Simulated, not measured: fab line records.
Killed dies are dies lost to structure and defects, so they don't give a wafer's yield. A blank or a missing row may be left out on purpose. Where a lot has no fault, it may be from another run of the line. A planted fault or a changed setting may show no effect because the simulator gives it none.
fab line records	flow n5_finfet
[record] lots = 8	wafers = 24	last_day = 17
route steps=1938 shown BEOL_M4@1111 BEOL_M7@1305 BEOL_M8@1332 PASSIVATION@1936
lots untouched by any fault: they come from a run of this same line in which no faults occurred
start_h: hours from the record's opening day to when the first of the lot's shown wafers began	wait_h: time in hours since the lot's previous step	" unchanged from the row above	L1.1+2: a row that stands for several wafers	- no value, or no start was given	* or withheld: withheld	< > ~ a bound
route shown NAME@n: a module of which the file shows steps, and the number in the route of the first	usual: mean/standard deviation of fault-free wafers	same: alike in all rows	chamber/n: place in a boat	sites: each site's reading	_std_site: the standard deviation of these	_edge_site: inner sites' mean taken away from outer sites' mean	radius_mm: how far each site lies from the wafer's centre	mask NAME#n: copy n	behind: tool/chamber where the wafer was last shaped	hold: what put the lot on hold/how long, in hours/how the hold closed	device: names the non-switching transistor (n, p or np)	end of line: the route-end tests of the same wafers	a step given without rows: its recipe and nothing more	killed: dies that structure and defects cost at the first sort, which is not the same as the wafer's yield	map: dies across one wafer; x = killed, . = not, _ = none there
set.NAME: the setting that was run; set.NAME@STEP: the one run at that earlier step	model.NAME: the simulator's own value behind a step, which no gauge read
steps of the route over a sample of lots; a table a step, a row a wafer
services: when a tool's chamber went out of use (start_h, in hours from the record's first day, below 0 if earlier), for how many hours, and the reason
[[steps]]
[step N5_BEOL_M4_RC_MEAS_101]
[usual] DIBL_N = 36.4/1.4	DIBL_P = 36.3/1.5	IOFF_N = 0.162/0.023	IOFF_P = 0.211/0.027	ION_N = 676/9.7	ION_P = 463/6.4	SS_N = 71.5/0.5	SS_P = 73.3/0.6	VT_N = 249.3/2.5	VT_P = -249.9/2.8
lot.wafer	tool	chamber	start_h	wait_h	DIBL_N[mV/V]	DIBL_P[mV/V]	IOFF_N[nA/um]	IOFF_P[nA/um]	ION_N[uA/um]	ION_P[uA/um]	SS_N[mV/dec]	SS_P[mV/dec]	VT_N[mV]	VT_P[mV]
L231.2	prober-02	0	173.70	0.2	36.4	35.9	0.157	0.212	680	470	70.9	73.2	248.7	-249.4
L231.3	"	0	"	"	37.6	36.8	0.184	0.222	685	468	71.6	73.4	247.1	-247.8
L231.6	"	0	"	"	36.8	35.5	0.168	0.214	683	468	71.6	72.8	247.9	-248.2
L234.1	prober-01	0	195.49	0.0	37.1	37.2	0.183	0.225	700	469	71.8	73.9	247.9	-248.5
L234.5	"	0	"	"	35.7	35.8	0.159	0.202	688	467	71.3	73.1	246.8	-252.4
L234.6	"	0	"	"	36.9	37.4	0.177	0.217	693	467	71.5	74.4	248.6	-251.1
L243.1	prober-01	0	258.34	0.0	34.3	35.4	0.136	0.184	668	454	71.1	73.6	251.5	-252.0
L243.3	"	0	"	"	34.6	35.9	0.147	0.193	677	472	70.8	74.0	252.0	-252.7
L243.4	"	0	"	"	35.2	36.9	0.150	0.198	685	471	72.1	73.9	250.6	-252.0
L246.2	prober-02	0	262.77	0.2	34.5	34.5	0.114	0.160	675	458	70.7	72.1	257.0	-254.2
L246.5	"	0	"	"	36.7	37.4	0.153	0.189	671	455	71.2	73.1	250.9	-253.6
L246.6	"	0	"	"	37.1	37.9	0.167	0.222	683	460	71.2	73.3	250.9	-250.4
L245.2	prober-02	0	272.06	0.2	36.4	35.6	0.141	0.203	683	470	71.8	73.0	250.3	-251.5
L245.5	"	0	"	"	38.5	38.1	0.177	0.247	692	472	71.7	73.6	246.2	-246.2
L245.6	"	0	"	"	36.7	36.1	0.150	0.213	676	467	72.1	72.8	248.3	-247.7
L248.3	prober-02	0	292.67	0.3	35.7	35.6	0.161	0.188	681	458	72.2	73.8	249.8	-252.5
L248.4	"	0	"	"	36.4	37.2	0.173	0.212	675	457	71.8	74.8	248.5	-249.4
L248.6	"	0	"	"	36.1	36.2	0.163	0.193	689	462	71.4	73.2	250.0	-252.2
L249.1	prober-02	0	295.55	0.0	36.0	34.2	0.153	0.213	670	462	71.6	73.0	250.2	-250.2
L249.2	"	0	"	"	36.4	33.9	0.162	0.216	661	457	71.6	71.9	250.8	-246.2
L249.6	"	0	"	"	36.4	35.0	0.162	0.231	665	466	71.4	73.6	250.8	-248.0
L251.2	prober-01	0	296.27	0.2	36.9	36.1	0.163	0.192	676	459	71.7	73.5	249.4	-251.9
L251.4	"	0	"	"	40.8	42.2	0.254	0.309	706	473	72.2	75.0	244.1	-243.8
L251.5	"	0	"	"	38.4	38.3	0.188	0.240	699	472	71.9	74.3	248.1	-250.8
[step N5_BEOL_M7_VIA_ETCH_34]
[recipe] chemistry = C4F6/O2	target = SiCOH_lowk	target_depth_a = 1255	mask_material = SOC	taper_deg = 4	time_s = 50.5	ion_energy_ev = 250	pressure_mtorr = 30	source_w = 345	bias_w = 185	Ar_flow_sccm = 300	C4F6_flow_sccm = 10	O2_flow_sccm = 10
[usual] bias_w = 185.1/0.6	drypump_motor_current_A = 5.7/0.39	oes_o_777_au = 0.80/0.074	oes_product_au = 0.80/0.076	rf_vpp_V = 664/7.4	showerhead_plenum_p_Torr = 2.85/0.059	throttle_valve_pct = 20.84/0.3
lot.wafer	tool	chamber	start_h	wait_h	bias_w	drypump_motor_current_A	oes_o_777_au	oes_product_au	rf_hours_counter_h	rf_vpp_V	showerhead_plenum_p_Torr	throttle_valve_pct
L231.2	rie_diel-01	2	202.21	0.0	184.9	5.7	0.83	0.84	62	670	2.77	20.54
L231.3	"	3	"	"	185.2	5.1	1.00	0.99	4	665	2.91	20.56
L231.6	"	1	"	"	185.1	5.7	0.82	0.82	-	678	2.88	20.85
L234.1	rie_diel-05	3	225.39	0.0	185.9	5.4	0.75	0.74	185	658	2.83	21.37
L234.5	"	0	"	"	185.3	5.7	0.70	0.69	-	657	2.81	21.26
L234.6	"	3	"	"	185.5	5.4	0.75	0.73	-	657	2.83	21.37
L243.1	rie_diel-01	3	284.94	0.0	184.5	5.2	0.92	0.92	32	666	2.90	20.60
L243.3	"	0	"	"	185.6	5.6	0.76	0.73	172	661	2.84	20.93
L243.4	"	2	"	"	184.2	5.7	0.80	0.81	90	670	2.75	20.57
L246.2	rie_diel-01	3	288.26	0.0	185.3	5.1	0.92	0.92	33	665	2.90	20.61
L246.5	"	1	"	"	184.8	5.7	0.80	0.81	-	678	2.87	20.90
L246.6	"	0	"	"	184.6	5.6	0.75	0.75	-	661	2.84	20.94
L245.2	rie_diel-03	1	295.52	0.0	184.7	6.1	0.71	0.71	195	672	2.95	20.92
L245.5	"	1	"	"	184.3	6.2	0.71	0.71	-	671	2.95	20.92
L245.6	"	2	"	"	184.8	5.4	0.73	0.72	-	666	2.84	20.88
L249.1	rie_diel-05	2	321.84	0.0	184.9	5.0	0.86	0.85	55	650	2.90	20.37
L249.2	"	3	"	"	185.6	5.4	0.73	0.72	203	656	2.82	21.40
L249.6	"	2	"	"	184.2	5.0	0.87	0.85	-	651	2.90	20.37
L248.3	rie_diel-05	1	322.28	0.0	186.6	6.3	0.78	0.77	127	664	2.86	21.24
L248.4	"	3	"	"	185.4	5.4	0.73	0.71	203	656	2.82	21.41
L248.6	"	3	"	"	185.9	5.4	0.74	0.72	-	656	2.82	21.41
L251.2	rie_diel-03	1	325.14	0.0	185.7	6.2	0.71	0.69	206	671	2.94	20.93
L251.4	"	2	"	"	185.6	5.5	0.72	0.72	183	664	2.83	20.88
L251.5	"	3	"	"	185.2	6.3	0.83	0.83	-	664	2.87	20.76
[step N5_BEOL_M7_STRIP_80]
[recipe] chemistry = N2/H2	time_s = 10	power_w = 450	temp_c = 40	pressure_mtorr = 20	rf_frequency_hz = 6e+07	bias_power_w = 7	n2_flow_sccm = 200	h2_flow_sccm = 200
[usual] drypump_motor_current_A = 5.7/0.39	oes_product_au = 0.80/0.075	rf_vpp_V = 59.1/0.82	showerhead_plenum_p_Torr = 2.54/0.055	throttle_valve_pct = 23.5/0.35
lot.wafer	tool	chamber	start_h	wait_h	drypump_motor_current_A	oes_product_au	rf_hours_counter_h	rf_vpp_V	showerhead_plenum_p_Torr	throttle_valve_pct
L231.2	rie_diel-01	2	-	-	5.7	0.83	63	58.9	2.46	23.1
L231.3	"	3	"	"	5.1	0.99	4	58.5	2.61	23.3
L231.6	"	1	"	"	5.8	0.84	-	59.2	2.57	23.6
L234.1	rie_diel-05	3	-	-	5.4	0.74	185	59.1	2.52	23.9
L234.5	"	0	"	"	5.7	0.69	-	59.7	2.50	23.9
L234.6	"	3	"	"	5.4	0.73	-	59.0	2.52	23.9
L243.1	rie_diel-01	3	-	-	5.2	0.91	32	59.1	2.59	23.4
L243.3	"	0	"	"	5.6	0.73	172	59.0	2.54	23.8
L243.4	"	2	"	"	5.7	0.80	90	60.2	2.45	23.1
L246.2	rie_diel-01	3	-	-	5.2	0.91	33	59.0	2.59	23.4
L246.5	"	1	"	"	5.7	0.80	-	60.6	2.56	23.6
L246.6	"	0	"	"	5.6	0.73	-	58.9	2.54	23.8
L245.2	rie_diel-03	1	-	-	6.1	0.71	195	58.4	2.63	23.8
L245.5	"	1	"	"	6.1	0.71	-	59.8	2.63	23.8
L245.6	"	2	"	"	5.5	0.72	-	59.5	2.53	23.8
L249.1	rie_diel-05	2	-	-	5.0	0.86	55	58.9	2.57	22.9
L249.2	"	3	"	"	5.4	0.71	203	58.4	2.51	23.9
L249.6	"	2	"	"	5.0	0.84	-	58.8	2.57	22.9
L248.3	rie_diel-05	1	-	-	6.3	0.77	127	60.0	2.54	24.1
L248.4	"	3	"	"	5.5	0.72	203	59.5	2.51	23.9
L248.6	"	3	"	"	5.4	0.72	-	58.4	2.51	23.9
L251.2	rie_diel-03	1	-	-	6.2	0.70	206	58.7	2.63	23.8
L251.4	"	2	"	"	5.4	0.71	183	58.9	2.53	23.8
L251.5	"	3	"	"	6.2	0.82	-	58.8	2.57	23.5
[step N5_BEOL_M7_ALD_77]
[recipe] material = TaN	target_thk_a = 20	temp_c = 275	ald_precursor_family = PDMAT	ald_co_reactant = NH3	pressure_torr = 3	carrier_flow_sccm = 1500	pulse_time_s = 2	purge_time_s = 3	co_reactant_purge_time_s = 2	co_reactant_pulse_time_s = 3	ald_cycles = 40	precursor_vessel_temp_c = 75	precursor_vessel_pressure_torr = 26.25	precursor_vessel_carrier_sccm = 1000
[usual] heater_power_w = 435/45	precursor_vessel_pressure_torr = 26.24/0.05
lot.wafer	tool	chamber	start_h	wait_h	heater_power_w	precursor_vessel_pressure_torr
L231.2	ald_metal-04	3	203.29	0.0	382	26.25
L231.3	"	2	"	"	549	26.23
L231.6	"	0	"	"	455	26.30
L234.1	ald_metal-03	3	227.32	0.0	417	26.26
L234.5	"	3	"	"	410	26.23
L234.6	"	0	"	"	396	26.19
L243.1	ald_metal-02	2	286.78	0.1	391	26.22
L243.3	"	1	"	"	424	26.28
L243.4	"	0	"	"	450	26.28
L246.2	ald_metal-04	1	289.14	0.0	414	26.30
L246.5	"	0	"	"	455	26.24
L246.6	"	3	"	"	380	26.17
L245.2	ald_metal-03	0	296.39	0.0	389	26.21
L245.5	"	2	"	"	447	26.34
L245.6	"	3	"	"	406	26.08
L249.1	ald_metal-04	1	323.04	0.0	406	26.27
L249.2	"	0	"	"	451	26.18
L249.6	"	0	"	"	454	26.21
L248.3	ald_metal-03	1	325.19	0.1	504	26.10
L248.4	"	3	"	"	417	26.21
L248.6	"	1	"	"	496	26.17
L251.2	ald_metal-04	2	326.15	0.0	537	26.25
L251.4	"	0	"	"	461	26.14
L251.5	"	0	"	"	449	26.20
[step N5_BEOL_M8_ILD_DEP_00]
[recipe] material = SiCOH_lowk	target_thk_a = 1797.5	temp_c = 300	precursor = DEMS/porogen	pressure_torr = 5	rf_w = 500	time_s = 33.4
[usual] heater_power_w = 343/57	showerhead_plenum_p_Torr = 5.742/0.016	throttle_valve_pct = 13.8/0.48
lot.wafer	tool	chamber	start_h	wait_h	heater_power_w	showerhead_plenum_p_Torr	throttle_valve_pct
L231.2	pecvd-04	1	206.43	0.0	313	5.724	14.3
L231.3	"	1	"	"	329	5.727	13.9
L231.6	"	1	"	"	322	5.724	14.4
L234.1	pecvd-02	0	230.17	0.0	396	5.758	13.6
L234.5	"	1	"	"	337	5.731	13.5
L234.6	"	2	"	"	385	5.738	14.2
L243.1	pecvd-02	2	288.46	0.0	397	5.760	14.5
L243.3	"	1	"	"	324	5.732	13.5
L243.4	"	2	"	"	401	5.760	14.5
L246.2	pecvd-02	1	291.08	0.0	348	5.730	13.4
L246.5	"	1	"	"	348	5.720	13.6
L246.6	"	0	"	"	332	5.764	13.5
L245.2	pecvd-02	0	298.44	0.0	366	5.740	13.4
L245.5	"	1	"	"	320	5.746	13.7
L245.6	"	0	"	"	372	5.763	13.6
L249.1	pecvd-03	1	326.46	0.0	315	5.748	14.0
L249.2	"	0	"	"	289	5.713	14.2
L249.6	"	2	"	"	370	5.773	13.9
L248.3	pecvd-04	1	326.94	0.0	284	5.724	14.2
L248.4	"	1	"	"	293	5.731	14.2
L248.6	"	0	"	"	490	5.748	13.7
L251.2	pecvd-03	2	328.02	0.0	340	5.750	13.7
L251.4	"	1	"	"	318	5.745	13.7
L251.5	"	0	"	"	280	5.723	14.5
[step N5_BEOL_M8_THK_MEAS_01]
[recipe] reads = SiCOH_lowk_of_BEOL_M8_ILD_DEP_00
[usual] M8_ILD_THK = 154.5/1.9
lot.wafer	tool	chamber	start_h	wait_h	M8_ILD_THK[nm]
L231.2	film_metro-02	-	207.08	0.4	153.6
L231.3	"	-	"	"	155.2
L231.6	"	-	"	"	155.6
L234.1	film_metro-02	-	230.74	0.4	150.7
L234.5	"	-	"	"	154.4
L234.6	"	-	"	"	154.8
L243.1	film_metro-02	-	289.04	0.4	152.9
L243.3	"	-	"	"	153.9
L243.4	"	-	"	"	154.4
L246.2	film_metro-02	-	291.66	0.4	152.8
L246.5	"	-	"	"	154.6
L246.6	"	-	"	"	117.7
L245.2	film_metro-01	-	299.02	0.4	115.0
L245.5	"	-	"	"	154.6
L245.6	"	-	"	"	115.3
L249.1	film_metro-02	-	327.03	0.4	155.2
L249.2	"	-	"	"	152.3
L249.6	"	-	"	"	155.5
L248.3	film_metro-01	-	327.52	0.3	154.0
L248.4	"	-	"	"	156.4
L248.6	"	-	"	"	157.6
L251.2	film_metro-02	-	328.60	0.4	153.8
L251.4	"	-	"	"	159.7
L251.5	"	-	"	"	157.1
[step N5_PASSIVATION_PROBE_49]
[usual] defect_limited_yield = 91.3/1.3	killed_at_M0_to_M3 = 33/8.9	killed_at_M4_up = 15/5.4	killed_at_contacts = 13/5.8	killed_at_front_end = 39/9.9	killed_at_other = 3.2/2.9	killed_dies = 102/15	killed_on_rim = 13/3.7	killed_open = 68/12	killed_short = 34/7.6	sort_bin_4_leakage = 0.00/0.007	sort_bin_5_function = 5.1/0.89	sort_bin_6_memory = 3.2/0.63	sort_n_pass = 1078/15	sort_yield_pct = 91.3/1.3
[same] gross_dies = 1180	killed_at_back_side = 0	sort_bin_8_speed[%] = 0
lot.wafer	tool	chamber	start_h	wait_h	defect_limited_yield[%]	killed_at_M0_to_M3	killed_at_M4_up	killed_at_contacts	killed_at_front_end	killed_at_other	killed_dies	killed_on_rim	killed_open	killed_short	sort_bin_4_leakage[%]	sort_bin_5_function[%]	sort_bin_6_memory[%]	sort_n_pass	sort_yield_pct[%]
L243.1	prober-02	-	357.20	0.0	90.3	36	15	10	44	10	115	14	78	37	0	4.6	4.9	1065	90.3
L243.3	prober-02	-	357.30	0.1	91.6	26	28	7	32	6	99	19	61	38	0	4.7	3.4	1081	91.6
L243.4	prober-02	-	357.35	0.2	91.3	33	19	15	29	7	103	8	63	39	0	4.7	3.3	1077	91.3
L246.2	prober-02	-	364.78	0.1	90.0	40	14	23	40	1	118	13	89	28	0	6.2	3.7	1062	90.0
L246.5	prober-02	-	364.93	0.2	89.8	42	15	15	48	0	120	25	75	44	0	6.0	3.6	1060	89.8
L246.6	prober-02	-	364.98	0.3	50.2	45	477	18	45	3	588	152	87	34	0	5.3	4.7	592	50.2
L245.2	prober-02	-	374.12	0.1	51.1	30	496	13	35	3	577	152	63	33	0	5.1	3.1	603	51.1
L245.5	prober-02	-	374.27	0.2	91.7	20	13	16	44	5	98	15	69	28	0	5.3	2.7	1082	91.7
L245.6	prober-02	-	374.32	0.3	50.5	28	487	18	46	5	584	152	76	32	0	5.0	4.1	596	50.5
// killed by level:class
L243.1 FIN_SAQP:geometric_particle:open=17 FIN_SAQP:geometric_particle:short=10 MOL_CONTACT_COAG:geometric_particle:open=9 BEOL_M4:geometric_particle:open=9 BEOL_M1:geometric_particle:open=8 BEOL_M2:geometric_particle:open=8 BEOL_M0_SAQP:geometric_particle:short=6 MIM_TOP_ETCH:geometric_particle:open=6
L243.3 BEOL_M4:geometric_particle:open=14 FIN_SAQP:geometric_particle:short=8 MOL_CONTACT_COAG:geometric_particle:open=7 BEOL_M0_SAQP:geometric_particle:open=6 FIN_SAQP:geometric_particle:open=5 DUMMY_GATE:geometric_particle:short=5 BEOL_M7:geometric_particle:open=5 STARTING-WAFER:geometric_particle:short=5
L243.4 MOL_CONTACT_COAG:geometric_particle:open=11 BEOL_M0_SAQP:geometric_particle:open=11 BEOL_M1:geometric_particle:open=8 BEOL_M4:geometric_particle:open=8 FIN_SAQP:geometric_particle:open=6 FIN_SAQP:geometric_particle:short=6 BEOL_M0_SAQP:geometric_particle:short=6 GATE_CUT:geometric_particle:short=6
L246.2 MOL_CONTACT_COAG:geometric_particle:open=21 BEOL_M0_SAQP:geometric_particle:open=11 BEOL_M3:geometric_particle:open=11 STI_FIN_REVEAL:geometric_particle:open=10 FIN_SAQP:geometric_particle:short=8 BEOL_M2:geometric_particle:open=8 BEOL_M0_SAQP:geometric_particle:short=7 GATE_CUT:geometric_particle:open=5
L246.5 STI_FIN_REVEAL:geometric_particle:open=13 MOL_CONTACT_COAG:geometric_particle:open=12 BEOL_M0_SAQP:geometric_particle:short=12 BEOL_M0_SAQP:geometric_particle:open=9 BEOL_M3:geometric_particle:open=8 FIN_SAQP:geometric_particle:open=7 GATE_CUT:geometric_particle:short=6 BEOL_M2:geometric_particle:open=6
L246.6 BEOL_M8:area_dep=464 MOL_CONTACT_COAG:geometric_particle:open=15 STI_FIN_REVEAL:geometric_particle:open=12 BEOL_M3:geometric_particle:open=12 BEOL_M0_SAQP:geometric_particle:open=10 BEOL_M1:geometric_particle:open=7 FIN_SAQP:geometric_particle:open=6 FIN_SAQP:geometric_particle:short=5
L245.2 BEOL_M8:area_dep=480 MOL_CONTACT_COAG:geometric_particle:open=9 BEOL_M0_SAQP:geometric_particle:short=9 STI_FIN_REVEAL:geometric_particle:open=8 BEOL_M4:geometric_particle:open=8 BEOL_M3:geometric_particle:open=8 DUMMY_GATE:geometric_particle:open=7 FIN_SAQP:geometric_particle:short=5
L245.5 STI_FIN_REVEAL:geometric_particle:open=14 MOL_CONTACT_COAG:geometric_particle:open=13 FIN_SAQP:geometric_particle:open=10 BEOL_M4:geometric_particle:open=8 STI_FIN_REVEAL:geometric_particle:short=6 BEOL_M3:geometric_particle:open=5 FIN_SAQP:geometric_particle:short=4 BEOL_M0_SAQP:geometric_particle:short=4
L245.6 BEOL_M8:area_dep=473 STI_FIN_REVEAL:geometric_particle:open=16 MOL_CONTACT_COAG:geometric_particle:open=13 BEOL_M0_SAQP:geometric_particle:open=9 DUMMY_GATE:geometric_particle:open=7 BEOL_M0_SAQP:geometric_particle:short=6 STARTING-WAFER:geometric_particle:open=5 MOL_CONTACT_COAG:geometric_particle:short=5
[[services]]
tool	chamber	start_h	hours	kind
pecvd-03	-	181.09	1.8	repair
pecvd-04	1	199.60	5.5	scheduled_down
pecvd-03	-	199.99	14.6	pm
pecvd-04	2	205.34	-	clean
pecvd-04	2	205.34	-	consumable_replace:showerhead
pecvd-04	2	205.34	29.0	scheduled_down
pecvd-04	2	205.34	29.0	vent_cycle
ald_metal-03	2	227.07	25.8	repair
rie_diel-01	-	232.90	2.8	pm
ald_metal-02	3	241.36	4.2	repair
rie_diel-03	2	248.66	32.5	repair
rie_diel-05	-	255.94	4.4	repair
rie_diel-03	3	261.12	1.6	repair
rie_diel-05	0	261.54	-	clean
rie_diel-05	0	261.54	-	consumable_replace:focus_ring
rie_diel-05	0	261.54	20.1	scheduled_down
rie_diel-05	0	261.54	20.1	vent_cycle
rie_diel-05	-	265.35	34.4	repair
pecvd-03	1	272.89	2.1	scheduled_down
ald_metal-04	3	282.39	4.5	repair
ald_metal-02	3	298.65	15.9	repair
ald_metal-03	2	315.17	6.9	repair
ald_metal-02	1	319.33	1.8	repair
[[key]]
[first_sign] step = N5_BEOL_M8_THK_MEAS_01	reading = M8_ILD_THK	direction = down	sigmas = 21	usual = 154.5	struck = 116.0
[effect] step = N5_PASSIVATION_PROBE_49	reading = killed_at_M4_up	direction = up	sigmas = 88	usual = 15	struck = 487
[more_kills_born_at] N5_BEOL_M8_ILD_DEP_00@pecvd-02 = 1417
met_at N5_BEOL_M8_ILD_DEP_00
struck_lots L245,L246
struck_wafers L245.2,L245.6,L246.6
not_acting_at N5_BEOL_M7_VIA_ETCH_34,N5_BEOL_M7_STRIP_80,N5_BEOL_M7_ALD_77
onset_between 230.17 291.08
[fault] kind = site_profile_drift	tool = pecvd-02	chamber = 0	onset_h = 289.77	steps = N5_BEOL_M8_ILD_DEP_00	basis = fraction	max_abs_drift = 0.48086	slope_share_per_hr = 106.86	site_pattern = 0,0,0,0,0,-1,-1,-1,-1
